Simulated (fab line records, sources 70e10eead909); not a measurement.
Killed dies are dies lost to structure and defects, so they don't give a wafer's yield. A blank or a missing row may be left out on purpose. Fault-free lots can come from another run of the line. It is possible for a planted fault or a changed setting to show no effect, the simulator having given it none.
Code-filled problem report in 8D (eight disciplines) form ; flow nand_harc ; the parts of the form that need people (team, actions taken, sign-off) are left out

1. THE ISSUE
time_to_endpoint_s at NHARC_A_WL_FILL_CMP_12 reads a mean of 10.3 s on 2 wafers of 2 lots; wafers without a fault read 20.3 s with a standard deviation of 2.1. That is -4.8 standard deviations from the usual mean.
The step: polishes, t overpolish 30 s, target thk 100 nm.
The first sign was on wafer L435.6 at day 27 10:08, on cmp-04. Wafers with a number at this step in the record: 36, from 12 lots. Rule for "out" (also "out of limits"): further than 4 standard deviations from the usual mean. All remaining wafers that have a number are taken as sound.

2. WHAT THIS IS AND IS NOT
question;is;is not
which readings at this step;time_to_endpoint_s;motor_current_A
which lots;L435, L437;L421, L423, L425, L426, L430, L431, L433, L438, L439, L444
which wafers of those lots;L435.6, L437.6;L435.3, L435.4, L437.4, L437.5
read on which tools;cmp-04;cmp-01, cmp-03
when;from day 27 10:08;"up to then (23 sound wafers); but 11 sound wafers of L437, L438, L439, L444 came after"

3. THE SUSPECTS, EACH WITH WHAT RULES IT OUT
Counting: any tool at a process step up to the reading remains a suspect provided it ran every lot that is out. Sound lots after the first of them don't rule it out here, since some wafers of a struck lot are sound.
- rie_diel-05 at NHARC_A_SLIT_STRIP_18 (strips in O2): kept. It processed each lot that is out (first: L435, day 27 09:30); up to then, its last sound lot is L425 (day 21 21:26). NHARC_A_SLIT_STRIP_18 gives no start for some lots, so the hours and the order of its lots are those of NHARC_A_WL_FILL_ETCHBACK_26.
- cvd_w-01 at NHARC_A_WL_FILL_CVD_20 (deposits W, target thk 100 nm, time 74 s): kept. It processed each lot that is out (first: L435, day 27 10:08); up to then, its last sound lot is L423 (day 22 21:43). NHARC_A_WL_FILL_CVD_20 gives no start for some lots, so the hours and the order of its lots are those of NHARC_A_WL_FILL_CMP_12.
- cmp-04 at NHARC_A_WL_FILL_CMP_12 (polishes, t overpolish 30 s, target thk 100 nm): kept. It processed each lot that is out (first: L435, day 27 10:08); up to then, its last sound lot is L430 (day 25 04:28). On those wafers its own readings are out: time_to_endpoint_s.
rie_diel-05 at NHARC_A_SLIT_STRIP_18, cvd_w-01 at NHARC_A_WL_FILL_CVD_20 and cmp-04 at NHARC_A_WL_FILL_CMP_12 are what is left after counting.

4. THE CAUSE (what the simulator had put in)
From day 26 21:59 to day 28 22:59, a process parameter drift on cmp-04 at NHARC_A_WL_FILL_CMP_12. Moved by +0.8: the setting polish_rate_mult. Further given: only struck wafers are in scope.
3 suspects survive the count, and this tool is in that group.

5. THE CHAIN OF EFFECTS, in route order
Each row: a reading where the mean over the struck wafers with a number is more than 3 standard deviations away from the usual. Only readings for which the record gives a usual standard deviation are gone through. hours: the time from each lot's start at the first step in this table that gives one to its start at this step, as a median over the lots. sigmas: the change in usual standard deviations.
hours;step;reading;usual;on struck wafers;change;sigmas
0;NHARC_A_WL_FILL_CMP_12;time_to_endpoint_s;20.3 s;10.3;-10.0;-4.8
It contains these process steps:
- NHARC_A_WL_FILL_CMP_12: polishes, t overpolish 30 s, target thk 100 nm.
Readings that are blank on the struck wafers while sound wafers have them: pad_life_wafers at NHARC_A_WL_FILL_CMP_12.
Later steps that measure or inspect, where all struck wafers having a row at the step show a number for every such reading and not one has moved that far: NHARC_END_SORT_01.

6. WHAT WOULD HAVE CAUGHT IT SOONER
In this record no reading fell out of limits until day 27 10:08, 12 hours after the fault had begun at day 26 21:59.
